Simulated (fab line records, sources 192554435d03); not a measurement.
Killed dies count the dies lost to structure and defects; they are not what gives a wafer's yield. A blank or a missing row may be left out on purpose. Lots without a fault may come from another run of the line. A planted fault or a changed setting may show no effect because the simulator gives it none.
fab line records ; flow n5-finfet
[record] lots = 4; wafers = 12; last-day = 16
route steps=1938 shown BEOL_M0_SAQP@688 BEOL_M0_CUTY@701 BEOL_M4@1111 PASSIVATION@1936
lots that met no fault: from a run of the same line without faults
start-h: hours from the record's first day to the start of the lot's first wafer shown ; wait-h: hours elapsed since this lot's preceding step ; " as in the row above ; L1.1+2: a row that stands for several wafers ; - value missing, or start not given ; * or withheld: withheld ; < > ~ a bound
route shown NAME@n: names a module that has steps shown in the file, with the first one's number in the route ; usual: mean and standard deviation over wafers with no fault ; same: alike in all rows ; chamber/n: place in a boat ; sites: the reading at each site ; _std_site: how widely they spread, as a standard deviation ; _edge_site: inner sites' mean taken away from outer sites' mean ; radius-mm: how far each site lies from the wafer's centre ; mask NAME#n: copy n ; behind: the last tool/chamber to shape the wafer ; hold: why the lot went on hold/how many hours it stayed there/how the hold came to an end ; device: transistor that didn't switch, given as n, p or np ; end of line: tests of these same wafers at the route's end ; where a step has no rows: the recipe by itself ; killed: not the wafer's yield, but the dies lost to structure and defects at the first sort ; map: dies across one wafer; x = killed, . = not, _ = none there
set.NAME: the setting that was run; set.NAME@STEP: the one run at that earlier step ; model.NAME: the simulator's own value behind a step, which no gauge read
lots seen at some steps along the route; tables by step, rows by wafer
services: a tool's chamber out of use, with start hour (start-h, from the record's first day; less than 0 if before it), hours out, and reason
[[steps]]
[step N5_BEOL_M0_SAQP_DEVELOP_39]
[recipe] develop-time-s = 30; developer = TMAH; resist = CAR-EUV; rinse-liquid = surfactant-rinse; dry = air-spin; dev-temp-c = 23
[step N5_BEOL_M0_SAQP_DESCUM_45]
[recipe] chemistry = O2; time-s = 7; source-power-w = 50; bias-power-w = 20; pressure-mtorr = 20; rf-frequency-hz = 2.712e+07; temp-c = 40; resist = CAR-EUV; o2-flow-sccm = 225
[step N5_BEOL_M0_SAQP_ETCH_88]
[recipe] chemistry = N2/H2; target = underlayer; target-depth-a = 65; time-s = 5.2; ion-energy-ev = 200; mask-material = CAR-EUV; pressure-mtorr = 30; source-w = 840; bias-w = 150; n2-flow-sccm = 200; h2-flow-sccm = 200; ends = cleared
[step N5_BEOL_M0_SAQP_ETCH_73]
[recipe] chemistry = CF4; target = SiARC; target-depth-a = 195; mask-material = CAR-EUV; time-s = 32.5; ion-energy-ev = 80; pressure-mtorr = 40; source-w = 545; bias-w = 36; Ar_flow_sccm = 100; cf4-flow-sccm = 100; ends = cleared
[step N5_BEOL_M0_SAQP_CUT_ETCH_46]
[recipe] chemistry = N2/H2; target = SOC; target-depth-a = 1350; overetch-a = 270; temp-c = 40; time-s = 202.5; ion-energy-ev = 200; mask-material = SiARC; pressure-mtorr = 30; source-w = 840; bias-w = 150; n2-flow-sccm = 200; h2-flow-sccm = 200
[step N5_BEOL_M0_SAQP_STRIP_74]
[recipe] chemistry = N2/H2; temp-c = 40; n2-flow-sccm = 200; h2-flow-sccm = 200; rf-frequency-hz = 6e+07
[step N5_BEOL_M0_SAQP_STRIP_89]
[recipe] chemistry = N2/H2; temp-c = 40; n2-flow-sccm = 200; h2-flow-sccm = 200; rf-frequency-hz = 6e+07
[step N5_BEOL_M0_SAQP_ALD_48]
[recipe] material = SiO2; target-thk-a = 200; temp-c = 100; ald-precursor-family = BDEAS; ald-co-reactant = O2-plasma; pulse-time-s = 1; co-reactant-pulse-time-s = 1; purge-time-s = 2; co-reactant-purge-time-s = 2; ald-cycles = 139; pressure-torr = 2
[step N5_BEOL_M0_SAQP_ETCH_49]
[recipe] chemistry = CF4/O2; target-depth-a = 370; target = SiO2; pressure-mtorr = 40; source-w = 535; bias-w = 49; Ar_flow_sccm = 100; cf4-flow-sccm = 100; O2_flow_sccm = 10; ion-energy-ev = 100
[step N5_BEOL_M0_SAQP_STRIP_75]
[recipe] chemistry = CF4; resist = SiARC; power-w = 300; bias-power-w = 75; pressure-mtorr = 50; cf4-flow-sccm = 150; rf-frequency-hz = 6e+07
[usual] cf4-flow-sccm = 150.0/0.45; drypump-motor-current-A = 5.9/0.35; oes-product-au = 0.186/0.019; rf-vpp-V = 271.5/1.3; showerhead-plenum-p-Torr = 1.81/0.048; throttle-valve-pct = 13.5/0.35
lot.wafer;tool;chamber;start-h;wait-h;cf4-flow-sccm;drypump-motor-current-A;oes-product-au;rf-hours-counter-h;rf-vpp-V;showerhead-plenum-p-Torr;throttle-valve-pct
L662.3;rie-diel-03;0;116.33;0.1;150.3;5.6;0.216;28;269.9;1.75;12.9
L662.4;rie-diel-03;0;116.33;0.1;149.2;5.6;0.216;-;269.8;1.75;12.9
L662.6;rie-diel-03;3;116.33;0.1;149.4;6.3;0.180;-;271.7;1.88;13.6
L675.1;rie-diel-03;0;195.15;0.1;149.4;5.6;0.203;51;271.5;1.74;13.0
L675.4;rie-diel-03;1;195.15;0.1;150.6;6.1;0.165;171;272.2;1.86;14.0
L675.5;rie-diel-03;1;195.15;0.1;150.2;6.1;0.171;-;271.6;1.86;14.0
L679.2;rie-diel-03;3;217.71;0.1;150.8;6.3;0.179;166;271.7;1.87;13.6
L679.3;rie-diel-03;2;217.71;0.1;150.3;6.3;0.206;27;272.0;1.77;13.3
L679.5;rie-diel-03;1;217.71;0.1;149.7;6.1;0.175;-;272.1;1.86;14.0
L681.2;rie-diel-06;3;227.63;0.1;150.6;5.8;0.213;21;273.0;1.83;13.1
L681.5;rie-diel-06;0;227.63;0.1;149.8;5.7;0.159;-;271.0;1.84;13.7
L681.6;rie-diel-06;3;227.63;0.1;149.4;5.8;0.204;-;271.6;1.83;13.1
[step N5_BEOL_M0_CUTY_COAT_50]
[recipe] resist = SiARC; temp-c = 220; time-s = 60; spin-rpm = 1500; resist-thk-nm = 15
[step N5_BEOL_M0_CUTY_COAT_51]
[recipe] resist = CAR-ArF-block; spin-rpm = 1500; resist-thk-nm = 150
[step N5_BEOL_M0_CUTY_EBR_52]
[recipe] solvent = PGMEA; ebr-width-mm = 1.5
[step N5_BEOL_M0_CUTY_SOFTBAKE_53]
[recipe] temp-c = 110; time-s = 60; resist = CAR-ArF-block
[step N5_BEOL_M0_CUTY_EXPOSE_54]
[recipe] mask-id = M0_ABLK; na = 1.35; source-shape = conventional; sigma-outer = 0.8; polarization = unpolarized; dose-mj = 36
[step N5_BEOL_M0_CUTY_PEB_55]
[recipe] peb-temp-c = 110; peb-time-s = 60; resist = CAR-ArF-block
[step N5_BEOL_M0_CUTY_DEVELOP_56]
[recipe] develop-time-s = 30; developer = TMAH; resist = CAR-ArF-block; rinse-liquid = diw; dry = air-spin; dev-temp-c = 23
[step N5_BEOL_M0_CUTY_INSPECT_59]
[recipe] mode = adi; inspect-instrument = macro
[usual] raw-defect-count = 2.1/1.3
lot.wafer;tool;chamber;start-h;wait-h;raw-defect-count
L662.3;defect-inspect-02;-;116.78;0.0;2
L662.4;defect-inspect-02;-;116.78;0.0;3
L662.6;defect-inspect-02;-;116.78;0.0;5
L675.1;defect-inspect-01;-;195.47;0.0;281
L675.4;defect-inspect-01;-;195.47;0.0;278
L675.5;defect-inspect-01;-;195.47;0.0;276
L679.2;defect-inspect-01;-;218.15;0.0;281
L679.3;defect-inspect-01;-;218.15;0.0;262
L679.5;defect-inspect-01;-;218.15;0.0;289
L681.2;defect-inspect-01;-;227.95;0.0;1
L681.5;defect-inspect-01;-;227.95;0.0;3
L681.6;defect-inspect-01;-;227.95;0.0;2
[step N5_BEOL_M0_CUTY_DESCUM_61]
[recipe] chemistry = O2; time-s = 7.9; source-power-w = 50; bias-power-w = 20; pressure-mtorr = 20; rf-frequency-hz = 2.712e+07; temp-c = 40; resist = CAR-ArF-block; o2-flow-sccm = 225
[step N5_BEOL_M4_RC_MEAS_101]
[usual] DIBL_N = 36.5/1.4; DIBL_P = 36.5/1.6; IOFF_N = 0.163/0.022; IOFF_P = 0.219/0.029; ION_N = 675/8.3; ION_P = 464/6.2; SS_N = 71.5/0.52; SS_P = 73.4/0.57; VT_N = 249.7/2.6; VT_P = -250/3
lot.wafer;tool;chamber;start-h;wait-h;DIBL_N[mV/V];DIBL_P[mV/V];IOFF_N[nA/um];IOFF_P[nA/um];ION_N[uA/um];ION_P[uA/um];SS_N[mV/dec];SS_P[mV/dec];VT_N[mV];VT_P[mV]
L662.3;prober-02;0;165.29;0.7;36.7;35.8;0.147;0.195;672;460;71.0;72.1;252.0;-250
L662.4;prober-02;0;165.29;0.7;37.4;37.4;0.170;0.224;679;465;71.5;73.7;248.7;-248
L662.6;prober-02;0;165.29;0.7;36.9;36.6;0.160;0.207;668;462;71.7;73.0;249.6;-252
L675.1;prober-01;0;246.45;0.0;36.2;37.9;0.182;0.281;683;477;72.1;73.4;245.3;-242
L675.4;prober-01;0;246.45;0.0;36.1;38.0;0.189;0.304;691;483;71.5;73.7;244.6;-241
L675.5;prober-01;0;246.45;0.0;35.5;37.1;0.170;0.271;680;476;71.5;74.0;247.4;-244
L679.2;prober-02;0;272.07;0.2;37.1;37.8;0.176;0.255;689;472;71.9;74.0;248.2;-246
L679.3;prober-02;0;272.07;0.2;36.8;37.0;0.186;0.239;685;466;71.5;73.9;244.8;-247
L679.5;prober-02;0;272.07;0.2;37.0;37.2;0.177;0.246;686;472;72.0;73.8;248.6;-246
L681.2;prober-02;0;285.92;0.2;37.7;37.0;0.170;0.215;675;453;71.4;73.0;249.1;-250
L681.5;prober-02;0;285.92;0.2;37.2;36.8;0.177;0.218;685;464;71.9;73.8;246.9;-251
L681.6;prober-02;0;285.92;0.2;37.3;36.4;0.182;0.223;681;464;71.8;72.6;246.4;-249
[step N5_PASSIVATION_PROBE_49]
[usual] defect-limited-yield = 91.2/1.6; killed_at_M0_to_M3 = 33/11; killed_at_M4_up = 15/6.2; killed-at-contacts = 15/7.1; killed-at-front-end = 38/12; killed-at-other = 4/3.5; killed-dies = 104/19; killed-open = 69/14; killed-short = 34/8.5; sort_bin_5_function = 5.2/0.99; sort_bin_6_memory = 3.3/0.77; sort-n-pass = 1076/19; sort-yield-pct = 91.2/1.6
[same] gross-dies = 1180; killed-at-back-side = 0; sort_bin_4_leakage[%] = 0; sort_bin_8_speed[%] = 0
lot.wafer;tool;chamber;start-h;wait-h;defect-limited-yield[%];killed_at_M0_to_M3;killed_at_M4_up;killed-at-contacts;killed-at-front-end;killed-at-other;killed-dies;killed-open;killed-short;sort_bin_5_function[%];sort_bin_6_memory[%];sort-n-pass;sort-yield-pct[%]
L675.1;prober-01;-;347.68;0.0;83.5;127;12;12;42;2;195;55;33;10.2;4.9;985;83.5
L675.4;prober-01;-;347.83;0.2;84.6;125;13;16;27;1;182;60;19;10.5;4.2;998;84.6
L675.5;prober-01;-;347.88;0.2;83.3;117;15;8;55;2;197;66;38;10.5;4.5;983;83.3
L679.2;prober-01;-;374.44;0.1;84.4;128;17;13;26;0;184;58;24;10.8;3.7;996;84.4
L679.3;prober-01;-;374.49;0.1;83.7;133;9;22;24;4;192;72;33;10.9;3.9;988;83.7
L679.5;prober-01;-;374.59;0.2;84.8;124;14;3;33;5;179;47;27;10.0;4.0;1001;84.8
// killed by level:class
L675.1 BEOL_M0_SAQP:unspecified=103 MOL_CONTACT_COAG:geometric-particle:open=10 STI_FIN_REVEAL:geometric-particle:open=8 GATE_CUT:geometric-particle:short=6 BEOL_M4:geometric-particle:open=6 FIN_SAQP:geometric-particle:open=5 ILD0:geometric-particle:short=5 DUMMY_GATE:geometric-particle:open=5
L675.4 BEOL_M0_SAQP:unspecified=102 MOL_CONTACT_COAG:geometric-particle:open=14 STI_FIN_REVEAL:geometric-particle:open=13 BEOL_M4:geometric-particle:open=6 BEOL_M1:geometric-particle:open=5 BEOL_M0_SAQP:geometric-particle:open=4 BEOL_M0_SAQP:geometric-particle:short=4 BEOL_M2:geometric-particle:open=4
L675.5 BEOL_M0_SAQP:unspecified=92 FIN_SAQP:geometric-particle:short=14 STI_FIN_REVEAL:geometric-particle:open=13 MOL_CONTACT_COAG:geometric-particle:open=8 BEOL_M4:geometric-particle:open=8 FIN_SAQP:geometric-particle:open=7 BEOL_M2:geometric-particle:open=7 BEOL_M1:geometric-particle:open=6
L679.2 BEOL_M0_SAQP:unspecified=100 MOL_CONTACT_COAG:geometric-particle:open=10 BEOL_M2:geometric-particle:open=9 BEOL_M4:geometric-particle:open=6 FIN_SAQP:geometric-particle:short=6 FIN_SAQP:geometric-particle:open=6 BEOL_M0_SAQP:geometric-particle:open=4 BEOL_M1:geometric-particle:open=4
L679.3 BEOL_M0_SAQP:unspecified=87 MOL_CONTACT_COAG:geometric-particle:open=19 BEOL_M2:geometric-particle:open=17 BEOL_M1:geometric-particle:open=10 BEOL_M0_SAQP:geometric-particle:short=9 STARTING-WAFER:geometric-particle:short=8 BEOL_M4:geometric-particle:open=4 FIN_SAQP:geometric-particle:open=3
L679.5 BEOL_M0_SAQP:unspecified=104 BEOL_M4:geometric-particle:open=6 STARTING-WAFER:geometric-particle:open=6 BEOL_M0_SAQP:geometric-particle:open=5 FIN_SAQP:geometric-particle:short=4 STI_FIN_REVEAL:geometric-particle:open=4 GATE_CUT:geometric-particle:short=4 BEOL_M2:geometric-particle:open=4
// map L675.5 (x killed, . not)
_________________........x...________________
______________.x................_____________
___________...............x......x.__________
__________.....x.x.................._________
________...x.......x.x........x......._______
_______............xx...........x......______
______........xx..x....................x_____
_____........x.....x.............xx......____
____....................................x.___
___...x........x..........x....x...........__
___.x.x..........x............x............__
__.xx..x........x...xx.xx.x...x..........x.._
__..x.........x......x..xx.......x.........._
_............................................
_.....................x.....................x
_...............................x.x.x........
_....x.....x.........x............x..........
_.x....x........x............................
_.x.......................x....xx............
_........x............xxxx...x.......x....x..
_...................x...xx.......x...........
__..............x.xxx.xxxxxxxx...........xxx_
__..x........x..xxxxxxxxxxxxx.x............._
___..........x....x.xxxxxxxx.x............x__
___....x...x.....x..xxxxxxxxxxxxx...x.....x__
____...x..x.......xxx.xxxxxx.x.xx.........___
_____..............xxxxxxxxxx.xx.x......x____
______.............xx.xxxx.x.....x......_____
_______.............xxxxxxx.xx.........______
________.............xx...x.........x._______
__________.x..........x...x....x...x_________
___________...x..x......xxx........__________
______________.............x...._____________
_________________......x.....________________
// map L679.3 (x killed, . not)
_________________..x.........________________
______________............x....._____________
___________........................__________
__________.......xx..x........x.x..._________
________..x........x...x.............._______
_______x..x...x...........x..x.......x.______
______...x.....x.....x.................._____
_____.x............x.....................____
____..............x.................x.....___
___.......xx..x.x..x...............x....x..__
___...x....................................__
__..............x..x..x.........x..........._
__....x....x..............x.....x..........._
_........................x...................
_xx.....................x.x..x....x..x..x....
_....x.....................x.................
_.xx...................................x..x..
_.....xx..............x......................
_...x.x.x..xxx.x.............................
_......x............x...x.................x.x
_.............x..............x...............
__.................x..............x........._
__.......x..x..x............................_
___......x..................x..............__
___..........x....xx..x............x......x__
____.............xxxxxx.x..x...x..........___
_____.........x..xxxxx.xxxx.....x.......x____
______.........x.xxxxxxxx.xx........xx.._____
_______.........xxxxxxxxxxxx......x....______
________.x....x..xxxxxxxxxxxxx........_______
__________.x...xx.xxxxxxxx.x.x......_________
___________x...xxxxxxxxxxxxxx......__________
______________...xxxxxxxxx......_____________
_________________x.xxxxx.xxx.________________
[[services]]
tool;chamber;start-h;hours;kind
rie-diel-03;2;103.59;-;clean
rie-diel-03;2;103.59;-;consumable-replace:focus-ring
rie-diel-03;2;103.59;19.6;scheduled-down
rie-diel-03;2;103.59;19.6;vent-cycle
rie-diel-06;1;114.71;23.0;repair
rie-diel-06;3;114.84;4.0;repair
rie-diel-06;3;138.00;-;clean
rie-diel-06;3;138.00;-;consumable-replace:focus-ring
rie-diel-06;3;138.00;20.4;scheduled-down
rie-diel-06;3;138.00;20.4;vent-cycle
rie-diel-03;1;140.98;6.8;repair
[[key]]
[first-sign] step = N5_BEOL_M0_CUTY_INSPECT_59; reading = raw-defect-count; direction = up; sigmas = 99+; usual = 2.1; struck = 277.8
[effect] step = N5_PASSIVATION_PROBE_49; reading = killed_at_M0_to_M3; direction = up; sigmas = 8.8; usual = 33; struck = 126
[more-kills-born-at] N5_BEOL_M0_SAQP_STRIP_75@rie-diel-03 = 588
met-at N5_BEOL_M0_SAQP_STRIP_75
struck-wafers L675.1,L675.4,L675.5,L679.2,L679.3,L679.5
onset-between 116.33 195.15
[fault] kind = chamber-particle-source; tool = rie-diel-03; chamber = -; onset-h = 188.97; steps = N5_BEOL_M0_SAQP_STRIP_75; rate-per-visit-cm2 = 0.41659; end-h = 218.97
